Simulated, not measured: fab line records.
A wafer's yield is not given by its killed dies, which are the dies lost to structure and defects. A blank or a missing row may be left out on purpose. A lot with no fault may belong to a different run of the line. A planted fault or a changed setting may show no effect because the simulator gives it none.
fab line records -- flow n5_finfet
record: lots: 6, wafers: 18, last_day: 18
route steps=1938 shown BEOL_M8@1341
lots that met no fault: from a run of the same line without faults
start_h: the number of hours between the record's first day and the start of the first shown wafer of the lot -- wait_h: hours from the lot's prior step to this one -- " the same as in the row above -- L1.1+2: one row covering several wafers at once -- - value missing, or start not given -- * or withheld: withheld -- < > ~ a bound
route shown NAME@n: NAME is a module with steps in the file, n the number in the route of the first one -- usual: the fault-free wafers' mean and standard deviation -- same: alike in all rows -- chamber/n: place in a boat -- sites: readings site by site -- _std_site: their standard deviation -- _edge_site: inner sites' mean taken away from outer sites' mean -- radius_mm: how far each site lies from the wafer's centre -- mask NAME#n: copy n -- behind: the last tool/chamber to shape the wafer -- hold: why the lot was held/for how many hours/how that ended -- device: the n, p or np transistor that did not switch -- end of line: tests of these same wafers at the route's end -- where a step has no rows: the recipe by itself -- killed: not the wafer's yield, but the dies lost to structure and defects at the first sort -- map: per-die view of a wafer (x killed, . not killed, _ where there is no die)
set.NAME: the run value of the setting; set.NAME@STEP: its run value at that earlier step -- model.NAME: the simulator's own value behind a step, which no gauge read
a table for each step, a row for each wafer; lots at some steps of the route
services: from which hour (start_h, from the record's first day; less than 0 if before it) a tool's chamber was out of use, for how many hours, and why
== steps ==
step: N5_BEOL_M8_SOFTBAKE_06
recipe: temp_c: 110, time_s: 60, resist: CAR-ArF
step: N5_BEOL_M8_EXPOSE_08
recipe: mask_id: M8, na: 1.35, source_shape: dipole, sigma_inner: 0.817, sigma_outer: 0.97, polarization: te, dose_mj: 68.25
step: N5_BEOL_M8_PEB_09
recipe: peb_temp_c: withheld, peb_time_s: 60, resist: CAR-ArF
step: N5_BEOL_M8_DEVELOP_10
recipe: develop_time_s: 30, developer: TMAH, resist: CAR-ArF, rinse_liquid: diw, dry: air_spin, dev_temp_c: 23
step: N5_BEOL_M8_CD_MEAS_11
recipe: target_cd_nm: 38.5, landing_energy_ev: 500, detector: se_inlens, polarity: opening
usual: cd_nm: 38.4/0.43
lot.wafer,tool,chamber,start_h,wait_h,cd_nm
L339.2,cd_sem-02,0,239.32,-,37.9
L339.4,cd_sem-02,0,239.32,-,38.3
L339.5,cd_sem-02,0,239.32,-,38.8
L340.1,cd_sem-01,0,242.86,-,38.7
L340.2,cd_sem-01,0,242.86,-,39.1
L340.5,cd_sem-01,0,242.86,-,38.4
L342.1,cd_sem-03,0,248.64,-,38.7
L342.3,cd_sem-03,0,248.64,-,39.0
L342.6,cd_sem-03,0,248.64,-,38.8
L352.1,cd_sem-02,0,337.61,-,37.8
L352.5,cd_sem-02,0,337.61,-,38.0
L352.6,cd_sem-02,0,337.61,-,38.1
L354.2,cd_sem-01,0,340.77,-,38.3
L354.4,cd_sem-01,0,340.77,-,38.6
L354.6,cd_sem-01,0,340.77,-,38.5
L353.1,cd_sem-02,0,344.84,-,38.6
L353.2,cd_sem-02,0,344.84,-,38.3
L353.3,cd_sem-02,0,344.84,-,38.0
step: N5_BEOL_M8_OVL_MEAS_12
recipe: points_per_wafer: 44
usual: M8_OVL: 0.2/0.66
lot.wafer,tool,chamber,start_h,wait_h,M8_OVL[nm]
L339.2,overlay-02,0,239.35,0.0,0.7
L339.4,overlay-02,0,239.35,0.0,0.7
L339.5,overlay-02,0,239.35,0.0,1.2
L340.1,overlay-02,0,242.89,0.0,-0.7
L340.2,overlay-02,0,242.89,0.0,-1.0
L340.5,overlay-02,0,242.89,0.0,-1.1
L342.1,overlay-01,0,248.67,0.0,0.6
L342.3,overlay-01,0,248.67,0.0,-0.2
L342.6,overlay-01,0,248.67,0.0,0.0
L352.1,overlay-01,0,337.64,0.0,0.8
L352.5,overlay-01,0,337.64,0.0,0.4
L352.6,overlay-01,0,337.64,0.0,0.6
L354.2,overlay-01,0,340.80,0.0,-0.2
L354.4,overlay-01,0,340.80,0.0,0.1
L354.6,overlay-01,0,340.80,0.0,-0.2
L353.1,overlay-01,0,344.87,0.0,0.6
L353.2,overlay-01,0,344.87,0.0,0.8
L353.3,overlay-01,0,344.87,0.0,1.0
step: N5_BEOL_M8_INSPECT_13
recipe: mode: adi, inspect_instrument: brightfield
usual: raw_defect_count: 394/84
lot.wafer,tool,chamber,start_h,wait_h,raw_defect_count
L339.2,defect_inspect-01,-,239.37,0.0,416
L339.4,defect_inspect-01,-,239.37,0.0,383
L339.5,defect_inspect-01,-,239.37,0.0,414
L340.1,defect_inspect-01,-,242.91,0.0,327
L340.2,defect_inspect-01,-,242.91,0.0,468
L340.5,defect_inspect-01,-,242.91,0.0,456
L342.1,defect_inspect-02,-,248.70,0.0,425
L342.3,defect_inspect-02,-,248.70,0.0,424
L342.6,defect_inspect-02,-,248.70,0.0,416
L352.1,defect_inspect-01,-,337.66,0.0,263
L352.5,defect_inspect-01,-,337.66,0.0,395
L352.6,defect_inspect-01,-,337.66,0.0,303
L354.2,defect_inspect-02,-,340.83,0.0,554
L354.4,defect_inspect-02,-,340.83,0.0,551
L354.6,defect_inspect-02,-,340.83,0.0,410
L353.1,defect_inspect-02,-,344.90,0.0,347
L353.2,defect_inspect-02,-,344.90,0.0,426
L353.3,defect_inspect-02,-,344.90,0.0,336
step: N5_BEOL_M8_DESCUM_16
recipe: chemistry: O2, time_s: 7.9, source_power_w: 50, bias_power_w: 20, pressure_mtorr: 20, rf_frequency_hz: 2.712e+07, temp_c: 40, resist: CAR-ArF, o2_flow_sccm: 225
usual: drypump_motor_current_A: 5.6/0.49, o2_flow_sccm: 225.1/0.67, oes_product_au: 0.81/0.086, rf_vpp_V: 243.3/1.5, showerhead_plenum_p_Torr: 2.11/0.083, throttle_valve_pct: 20.38/0.28
lot.wafer,tool,chamber,start_h,wait_h,drypump_motor_current_A,o2_flow_sccm,oes_product_au,rf_hours_counter_h,rf_vpp_V,showerhead_plenum_p_Torr,throttle_valve_pct
L339.2,rie_diel-06,0,239.42,0.0,5.8,224.3,0.89,52,245.6,2.21,20.34
L339.4,rie_diel-06,1,239.42,0.0,5.8,225.1,0.74,160,242.6,2.01,20.52
L339.5,rie_diel-06,0,239.42,0.0,5.8,224.9,0.89,-,245.8,2.21,20.35
L340.1,rie_diel-05,1,242.95,0.0,5.1,224.5,0.93,20,244.0,2.15,20.61
L340.2,rie_diel-05,0,242.95,0.0,6.5,224.5,0.73,191,241.5,1.99,20.41
L340.5,rie_diel-05,2,242.95,0.0,5.2,224.9,0.91,-,245.0,2.21,19.96
L342.1,rie_diel-06,3,249.60,0.9,6.0,226.0,0.76,149,244.8,2.21,20.75
L342.3,rie_diel-06,2,249.60,0.9,4.9,224.6,0.99,6,241.3,2.07,19.88
L342.6,rie_diel-06,3,249.60,0.9,6.0,226.4,0.76,-,244.9,2.21,20.76
L352.1,rie_diel-06,1,337.73,0.1,5.8,225.2,0.72,196,242.0,1.99,20.56
L352.5,rie_diel-06,3,337.73,0.1,6.0,225.5,0.74,-,244.2,2.20,20.80
L352.6,rie_diel-06,2,337.73,0.1,5.0,225.7,0.91,-,243.0,2.06,19.95
L354.2,rie_diel-06,2,340.92,0.1,4.9,225.3,0.91,39,242.2,2.06,19.94
L354.4,rie_diel-06,0,340.92,0.1,5.8,224.6,0.84,86,244.5,2.19,20.40
L354.6,rie_diel-06,1,340.92,0.1,5.8,225.0,0.73,-,241.0,1.99,20.56
L353.1,rie_diel-05,0,344.93,0.0,6.4,225.0,0.70,227,240.7,1.97,20.43
L353.2,rie_diel-05,3,344.93,0.0,5.5,225.3,0.88,28,243.2,2.14,20.41
L353.3,rie_diel-05,2,344.93,0.0,5.2,225.6,0.87,62,245.8,2.20,20.01
step: N5_BEOL_M8_ETCH_61
recipe: chemistry: CF4, target: SiARC, target_depth_a: 455, mask_material: CAR-ArF, time_s: 75.8, ion_energy_ev: 80, pressure_mtorr: 40, source_w: 545, bias_w: 36, Ar_flow_sccm: 100, cf4_flow_sccm: 100, ends: cleared
usual: drypump_motor_current_A: 5.6/0.49, etch_rf_on_time_s: 74.8/1.8, oes_product_au: 0.70/0.075, rf_vpp_V: 184.3/1.2, showerhead_plenum_p_Torr: 2.16/0.08, throttle_valve_pct: 15.56/0.26
lot.wafer,tool,chamber,start_h,wait_h,drypump_motor_current_A,etch_rf_on_time_s,oes_product_au,rf_hours_counter_h,rf_vpp_V,showerhead_plenum_p_Torr,throttle_valve_pct
L339.2,rie_diel-06,0,239.45,0.0,5.8,73.8,0.75,52,185.7,2.28,15.68
L339.4,rie_diel-06,1,239.45,0.0,5.8,79.1,0.63,160,182.8,2.06,15.74
L339.5,rie_diel-06,0,239.45,0.0,5.9,73.4,0.75,-,184.9,2.28,15.69
L340.1,rie_diel-05,1,242.98,0.0,5.1,74.4,0.78,20,185.4,2.19,15.57
L340.2,rie_diel-05,0,242.98,0.0,6.4,78.4,0.61,191,182.7,2.04,15.63
L340.5,rie_diel-05,2,242.98,0.0,5.2,73.3,0.78,-,187.0,2.27,15.25
L342.1,rie_diel-06,3,249.63,0.0,6.0,74.1,0.65,149,185.0,2.23,15.73
L342.3,rie_diel-06,2,249.63,0.0,5.0,74.4,0.84,6,184.9,2.11,14.98
L342.6,rie_diel-06,3,249.63,0.0,6.0,74.3,0.65,-,186.3,2.23,15.75
L352.1,rie_diel-06,1,337.77,0.0,5.8,77.7,0.62,196,184.4,2.05,15.77
L352.5,rie_diel-06,3,337.77,0.0,6.0,74.0,0.64,-,185.4,2.22,15.79
L352.6,rie_diel-06,2,337.77,0.0,4.9,73.7,0.79,-,185.7,2.10,15.04
L354.2,rie_diel-06,2,340.95,0.0,4.9,74.1,0.78,39,183.5,2.10,15.04
L354.4,rie_diel-06,0,340.95,0.0,5.8,72.5,0.71,86,185.8,2.27,15.76
L354.6,rie_diel-06,1,340.95,0.0,5.8,77.2,0.61,-,183.4,2.05,15.80
L353.1,rie_diel-05,0,344.97,0.0,6.4,78.9,0.59,227,183.5,2.03,15.69
L353.2,rie_diel-05,3,344.97,0.0,5.5,73.1,0.76,28,183.6,2.18,15.55
L353.3,rie_diel-05,2,344.97,0.0,5.2,73.8,0.74,62,185.0,2.26,15.31
step: N5_BEOL_M8_ETCH_62
recipe: chemistry: N2/H2, target: SOC, target_depth_a: 1100, overetch_a: 220, mask_material: SiARC, temp_c: 40, time_s: 165, ion_energy_ev: 200, pressure_mtorr: 30, source_w: 840, bias_w: 150, n2_flow_sccm: 200, h2_flow_sccm: 200
usual: drypump_motor_current_A: 5.6/0.49, n2_flow_sccm: 200.0/0.61, oes_product_au: 0.68/0.067, rf_vpp_V: 524.3/3, showerhead_plenum_p_Torr: 2.56/0.099, throttle_valve_pct: 17.72/0.28
lot.wafer,tool,chamber,start_h,wait_h,drypump_motor_current_A,n2_flow_sccm,oes_product_au,rf_hours_counter_h,rf_vpp_V,showerhead_plenum_p_Torr,throttle_valve_pct
L339.2,rie_diel-06,0,239.51,0.0,5.8,200.1,0.74,52,527.6,2.70,17.96
L339.4,rie_diel-06,1,239.51,0.0,5.8,200.2,0.64,160,521.5,2.44,17.88
L339.5,rie_diel-06,0,239.51,0.0,5.8,200.6,0.74,-,528.7,2.70,17.95
L340.1,rie_diel-05,1,243.04,0.0,5.2,201.0,0.77,20,525.7,2.59,17.70
L340.2,rie_diel-05,0,243.04,0.0,6.5,199.0,0.61,191,519.7,2.43,17.80
L340.5,rie_diel-05,2,243.04,0.0,5.2,199.9,0.76,-,527.9,2.68,17.18
L342.1,rie_diel-06,3,249.69,0.0,6.0,200.8,0.64,149,526.5,2.66,17.93
L342.3,rie_diel-06,2,249.69,0.0,4.9,199.2,0.84,6,522.8,2.50,17.22
L342.6,rie_diel-06,3,249.69,0.0,6.0,200.1,0.64,-,526.3,2.66,17.93
L352.1,rie_diel-06,1,337.82,0.0,5.8,200.0,0.62,196,521.2,2.43,17.95
L352.5,rie_diel-06,3,337.82,0.0,6.0,198.6,0.62,-,525.4,2.65,17.97
L352.6,rie_diel-06,2,337.82,0.0,4.9,200.3,0.77,-,521.2,2.48,17.25
L354.2,rie_diel-06,2,341.01,0.0,5.0,199.7,0.76,39,523.2,2.48,17.27
L354.4,rie_diel-06,0,341.01,0.0,5.8,199.4,0.70,86,526.0,2.69,18.01
L354.6,rie_diel-06,1,341.01,0.0,5.8,200.5,0.62,-,520.4,2.43,17.95
L353.1,rie_diel-05,0,345.02,0.0,6.5,199.6,0.60,227,519.8,2.41,17.86
L353.2,rie_diel-05,3,345.02,0.0,5.5,199.1,0.74,28,525.8,2.57,17.61
L353.3,rie_diel-05,2,345.02,0.0,5.2,200.5,0.72,62,528.8,2.67,17.27
step: N5_BEOL_M8_STRIP_68
recipe: chemistry: N2/H2, temp_c: 40, n2_flow_sccm: 200, h2_flow_sccm: 200, rf_frequency_hz: 6e+07
step: N5_BEOL_M8_STRIP_67
recipe: chemistry: CF4, resist: SiARC, power_w: 300, bias_power_w: 75, pressure_mtorr: 50, cf4_flow_sccm: 150, rf_frequency_hz: 6e+07
usual: drypump_motor_current_A: 5.6/0.48, oes_product_au: 0.81/0.08, rf_vpp_V: 271.4/1.7, showerhead_plenum_p_Torr: 1.81/0.068, throttle_valve_pct: 13.53/0.25
lot.wafer,tool,chamber,start_h,wait_h,drypump_motor_current_A,oes_product_au,rf_hours_counter_h,rf_vpp_V,showerhead_plenum_p_Torr,throttle_valve_pct
L339.2,rie_diel-06,0,239.65,0.0,5.9,0.87,52,272.5,1.91,13.62
L339.4,rie_diel-06,1,239.65,0.0,5.8,0.76,160,270.0,1.73,13.70
L339.5,rie_diel-06,0,239.65,0.0,5.8,0.86,-,272.5,1.91,13.63
L340.1,rie_diel-05,1,243.18,0.0,5.1,0.91,20,270.6,1.82,13.43
L340.2,rie_diel-05,0,243.18,0.0,6.4,0.73,191,268.5,1.70,13.61
L340.5,rie_diel-05,2,243.18,0.0,5.2,0.90,-,273.6,1.91,13.24
L342.1,rie_diel-06,3,249.83,0.0,6.0,0.76,149,273.9,1.86,13.70
L342.3,rie_diel-06,2,249.83,0.0,4.9,0.98,6,270.3,1.78,12.98
L342.6,rie_diel-06,3,249.83,0.0,6.0,0.76,-,273.7,1.86,13.70
L352.1,rie_diel-06,1,337.97,0.0,5.8,0.73,196,270.1,1.72,13.80
L352.5,rie_diel-06,3,337.97,0.0,5.9,0.74,-,272.3,1.85,13.76
L352.6,rie_diel-06,2,337.97,0.0,4.9,0.91,-,271.1,1.77,13.03
L354.2,rie_diel-06,2,341.16,0.0,4.9,0.91,39,268.8,1.77,13.04
L354.4,rie_diel-06,0,341.16,0.0,5.8,0.83,86,272.0,1.90,13.72
L354.6,rie_diel-06,1,341.16,0.0,5.8,0.72,-,267.9,1.72,13.78
L353.1,rie_diel-05,0,345.17,0.0,6.5,0.70,227,268.9,1.69,13.69
L353.2,rie_diel-05,3,345.17,0.0,5.5,0.87,28,273.5,1.83,13.55
L353.3,rie_diel-05,2,345.17,0.0,5.2,0.85,62,272.6,1.90,13.31
step: N5_BEOL_M8_HM_OPEN_17
recipe: chemistry: Cl2/BCl3, target_depth_a: 200, overetch_a: 60, target: TiN, mask_material: SOC, ion_energy_ev: 150, pressure_mtorr: 10, icp_w: 1000, bias_w: 126, Cl2_flow_sccm: 53.25, bcl3_flow_sccm: 21.75, Ar_flow_sccm: 25
usual: drypump_motor_current_A: 5.4/0.32, oes_product_au: 0.66/0.084, throttle_valve_pct: 22.25/0.28
lot.wafer,tool,chamber,start_h,wait_h,drypump_motor_current_A,oes_product_au,rf_hours_counter_h,throttle_valve_pct,model.SOC_of_BEOL_M8_COAT_59.thk_nm
L339.2,rie_metal-01,1,239.69,0.0,6.0,0.58,91,22.74,92.2
L339.4,rie_metal-01,1,239.69,0.0,6.0,0.59,-,22.76,91.8
L339.5,rie_metal-01,0,239.69,0.0,5.1,0.67,-,22.20,92.4
L340.1,rie_metal-03,0,243.22,0.0,5.1,0.60,84,22.22,89.6
L340.2,rie_metal-03,1,243.22,0.0,5.7,0.71,26,22.38,91.6
L340.5,rie_metal-03,0,243.22,0.0,5.1,0.59,-,22.23,90
L342.1,rie_metal-03,1,249.88,0.0,5.7,0.70,27,22.39,92.4
L342.3,rie_metal-03,1,249.88,0.0,5.7,0.70,-,22.40,92.2
L342.6,rie_metal-03,0,249.88,0.0,5.1,0.58,-,22.25,90.2
L352.1,rie_metal-01,0,338.01,0.0,5.1,0.67,46,22.21,92
L352.5,rie_metal-01,1,338.01,0.0,6.0,0.56,-,22.79,92
L352.6,rie_metal-01,0,338.01,0.0,5.1,0.67,-,22.22,92.4
L354.2,rie_metal-03,0,341.20,0.0,5.1,0.58,92,22.25,92
L354.4,rie_metal-03,0,341.20,0.0,5.1,0.58,-,22.25,92.6
L354.6,rie_metal-03,0,341.20,0.0,5.1,0.58,-,22.25,92.4
L353.1,rie_metal-02,1,345.21,0.0,5.2,0.77,8,21.93,91.4
L353.2,rie_metal-02,0,345.21,0.0,5.2,0.71,24,21.95,91.4
L353.3,rie_metal-02,0,345.21,0.0,5.2,0.70,-,22.00,91.8
step: N5_BEOL_M8_STRIP_19
recipe: chemistry: O2, power_w: 400, temp_c: 40, pressure_mtorr: 30, rf_frequency_hz: 6e+07, bias_power_w: 0, overash_fraction: 0.2, o2_flow_sccm: 225
usual: drypump_motor_current_A: 5.6/0.48, o2_flow_sccm: 225.0/0.68, oes_product_au: 0.80/0.082, rf_vpp_V: 3.6/0.7, showerhead_plenum_p_Torr: 2.11/0.08, throttle_valve_pct: 16.64/0.24
lot.wafer,tool,chamber,start_h,wait_h,drypump_motor_current_A,o2_flow_sccm,oes_product_au,rf_hours_counter_h,rf_vpp_V,showerhead_plenum_p_Torr,throttle_valve_pct
L339.2,rie_diel-05,0,239.80,0.1,6.4,225.3,0.73,189,3.0,1.99,16.66
L339.4,rie_diel-05,3,239.80,0.1,5.5,224.8,0.66,250,3.6,2.15,17.09
L339.5,rie_diel-05,1,239.80,0.1,5.2,224.9,0.92,-,4.5,2.16,16.75
L340.1,rie_diel-05,1,243.34,0.1,5.1,225.7,0.93,20,4.8,2.16,16.75
L340.2,rie_diel-05,0,243.34,0.1,6.4,225.4,0.72,191,3.8,1.99,16.68
L340.5,rie_diel-05,1,243.34,0.1,5.2,225.1,0.92,-,3.9,2.16,16.74
L342.1,rie_diel-05,1,249.99,0.1,5.2,224.2,0.92,23,4.0,2.16,16.74
L342.3,rie_diel-05,2,249.99,0.1,5.2,224.8,0.91,33,3.1,2.22,16.25
L342.6,rie_diel-05,0,249.99,0.1,6.5,226.1,0.73,-,3.2,1.99,16.69
L352.1,rie_diel-04,0,338.13,0.1,4.8,224.4,0.77,136,3.5,2.09,16.50
L352.5,rie_diel-04,0,338.13,0.1,4.7,223.6,0.77,-,3.1,2.09,16.47
L352.6,rie_diel-04,1,338.13,0.1,5.9,225.8,0.68,-,4.3,2.14,16.53
L354.2,rie_diel-06,3,341.31,0.1,6.0,225.2,0.74,179,3.6,2.20,17.01
L354.4,rie_diel-06,1,341.31,0.1,5.8,223.7,0.72,197,4.6,2.00,16.83
L354.6,rie_diel-06,3,341.31,0.1,6.0,225.7,0.74,-,3.5,2.20,17.01
L353.1,rie_diel-05,3,345.32,0.1,5.5,225.4,0.88,28,4.2,2.14,16.64
L353.2,rie_diel-05,1,345.32,0.1,5.2,224.6,0.88,55,3.9,2.14,16.81
L353.3,rie_diel-05,2,345.32,0.1,5.2,226.1,0.86,62,3.3,2.21,16.29
== services ==
tool,chamber,start_h,hours,kind
rie_diel-04,2,221.50,5.6,repair
rie_diel-04,2,227.60,7.5,repair
rie_diel-05,3,240.19,-,clean
rie_diel-05,3,240.19,-,consumable_replace:focus_ring
rie_diel-05,3,240.19,20.8,scheduled_down
rie_diel-05,3,240.19,20.8,vent_cycle
rie_diel-04,-,246.59,4.3,pm
rie_metal-02,1,263.17,-,clean
rie_diel-04,3,270.27,1.4,repair
rie_diel-05,1,276.52,6.8,repair
rie_metal-01,0,295.29,6.3,repair
rie_metal-02,-,308.24,2.8,pm
rie_metal-02,0,311.09,7.3,repair
rie_diel-05,2,314.84,9.9,repair
rie_metal-01,-,326.54,1.4,pm
rie_metal-02,-,334.54,0.1,repair
rie_metal-01,-,340.17,2.8,pm
== key ==
first_sign none at tools or gauges
model_effect: step: N5_BEOL_M8_HM_OPEN_17, value: SOC_of_BEOL_M8_COAT_59.thk_nm, without: 92.4, struck: 89.93
met_at N5_BEOL_M8_HM_OPEN_17
struck_wafers L340.1,L340.5,L342.6
fault: kind: process_parameter_drift, tool: rie_metal-03, chamber: 0, onset_h: 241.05, steps: N5_BEOL_M8_HM_OPEN_17, channel: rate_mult, offset: 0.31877, shape: step, end_h: 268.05
